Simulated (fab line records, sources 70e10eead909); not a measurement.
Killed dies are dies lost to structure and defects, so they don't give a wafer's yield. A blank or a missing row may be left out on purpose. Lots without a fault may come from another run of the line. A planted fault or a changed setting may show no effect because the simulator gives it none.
Which tool did it? | flow nand_harc | 24 lots, 72 wafers sampled, at 1 step of a route of 1159

WHAT THE GAUGES READ, wafer by wafer
NHARC_A_CONTACT_CD_MEAS_08: target cd 100 nm.
lot  | measured     | on        | cd_nm (nm)
L077 | day 20 07:31 | cd_sem-01 | 100.1 99.8 99.5
L078 | day 20 10:09 | cd_sem-03 | 99.2 99.6 100.4
L074 | day 20 16:34 | cd_sem-03 | 100.2 99.5 99.3
L076 | day 20 17:22 | cd_sem-02 | 99.6 99.1 99.4
L075 | day 20 23:06 | cd_sem-01 | 100.0 99.5 99.6
L082 | day 21 06:10 | cd_sem-03 | 100.6 100.4 100.4
L080 | day 21 07:41 | cd_sem-02 | 99.3 99.1 99.2
L079 | day 21 13:01 | cd_sem-03 | 100.6 99.6 100.2
L081 | day 21 13:42 | cd_sem-01 | 99.4 99.4 99.5
L084 | day 21 16:41 | cd_sem-03 | 99.9 100.0 99.5
L083 | day 21 19:32 | cd_sem-01 | 100.4 100.8 100.4
L087 | day 22 04:20 | cd_sem-02 | 99.6 99.3 98.5
L088 | day 22 20:38 | cd_sem-02 | 100.1 100.4 100.3
L085 | day 22 22:02 | cd_sem-03 | 100.5 100.4 100.0
L089 | day 22 23:10 | cd_sem-02 | 100.9 99.5 100.0
L093 | day 23 06:29 | cd_sem-01 | 100.6 100.7 100.3
L091 | day 23 12:49 | cd_sem-02 | 100.1 100.0 100.3
L092 | day 23 13:26 | cd_sem-03 | 100.3 99.4 99.9
L095 | day 23 14:04 | cd_sem-03 | 100.0 100.3 100.4
L094 | day 23 16:34 | cd_sem-02 | 100.3 99.2 100.2
L090 | day 23 17:47 | cd_sem-02 | 100.3 99.9 99.8
L086 | day 24 04:57 | cd_sem-01 | 99.7 99.5 99.7
L097 | day 24 13:52 | cd_sem-01 | 98.9 99.7 99.3
L096 | day 24 18:34 | cd_sem-01 | 99.2 99.5 99.7

WHICH TOOL RAN EACH LOT (tool, then ch and the chambers of the sampled wafers, then the start)
The record holds no process step before these readings.

WHAT THE TOOLS THEMSELVES READ (means of the sampled wafers that have a number; where no wafer has one, the mark that the record gives instead)
The record holds no such reading with a usual standard deviation.

THE ANSWER, worked out from the rows above alone
Rule: what is usual is taken from the lots themselves. Put in order of their means at a reading, lots are off if they are a third of the lots or fewer, leave a main group of 4 or more, and stand apart from it by a gap of 3 or more times the standard deviation of the main group's means; of several such gaps the widest counts. A main group whose means are all the same, to the digits that the tables above print for the reading, isn't used. A lot without any number at a reading at which 4 lots or more have one is off too. The other lots that the step has rows for count as sound. The gauges are gone through in route order, then the tools' own readings, and for those a lot's mean is taken as printed above. The first step at which some lot is off is used, and at that step the reading that is off furthest; a lot without a number counts as furthest.
No lot is off at any reading shown: from this, nothing can be told.

WHAT THE SIMULATOR HAD PUT IN
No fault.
